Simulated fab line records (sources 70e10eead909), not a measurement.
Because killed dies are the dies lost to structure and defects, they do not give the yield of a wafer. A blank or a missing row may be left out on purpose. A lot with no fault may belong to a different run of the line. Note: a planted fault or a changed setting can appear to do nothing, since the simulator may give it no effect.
Matching of chambers ; flow nand-harc ; ald-hk-03 running NHARC_A_CHANNEL_FILL_D1_ALD_14: 4 sister chambers
The step deposits SiO2, target thk 2.5 nm, pulse time 10 s, ald cycles 25. 14 wafers are shown with their chamber, then 7 later ones without.

== WAFERS WITH THEIR CHAMBER ==
wafer;chamber;heater-power-outer-w (W);heater-power-w (W);precursor-pulse-height-rel
L123.1;0;227;412;1.001
L123.3;3;255;442;1.012
L123.6;0;226;408;1.027
L125.1;0;226;423;1.021
L125.2;2;261;461;1.030
L125.6;3;256;444;0.997
L128.1;2;261;456;0.972
L128.4;3;259;440;1.005
L128.6;2;258;456;1.022
L129.1;0;229;416;1.024
L129.3;2;261;473;0.972
L129.6;0;226;405;1.020
L136.1;0;228;424;1.018
L136.4;1;304;521;0.997

SIGNATURES (averages over the wafers above)
reading;chamber 0;chamber 1;chamber 2;chamber 3;scatter within a chamber
heater-power-outer-w;227.00;304.00;260.25;256.67;1.53
heater-power-w;414.67;521.00;461.50;442.00;7.1
precursor-pulse-height-rel;1.01850;0.99700;0.99900;1.00467;0.0186
Rule: for a wafer and a chamber, the distance is found by dividing, reading by reading, the gap between the wafer's reading and the chamber's mean by the reading's scatter, squaring, summing and taking the root. If the next closest chamber is less than 2 further off than the closest, the wafer can't be placed; otherwise it belongs to the closest. The scatter is the square root of a quotient: the sum, over the shown wafers, of each reading's squared deviation from its chamber's mean, divided by wafers minus chambers.

== WAFERS MISSING THEIR CHAMBER ==
wafer;heater-power-outer-w (W);heater-power-w (W);precursor-pulse-height-rel
L136.5;229;402;1.015
L138.2;267;471;0.994
L138.3;284;494;1.007
L138.6;282;484;1.025
L140.3;323;562;0.976
L140.4;214;392;1.029
L140.6;284;482;1.032

== WHICH CHAMBER EACH ONE RAN IN ==
wafer;from the rows above;in truth
L136.5;0;0
L138.2;2;2
L138.3;1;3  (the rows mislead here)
L138.6;can't be placed: 2 or 1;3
L140.3;1;1
L140.4;0;0
L140.6;can't be placed: 1 or 2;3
Placed correctly: 4 of 7. Not placeable from these rows: 2 (in 0, the candidates include the true chamber). Placed wrongly: 1.
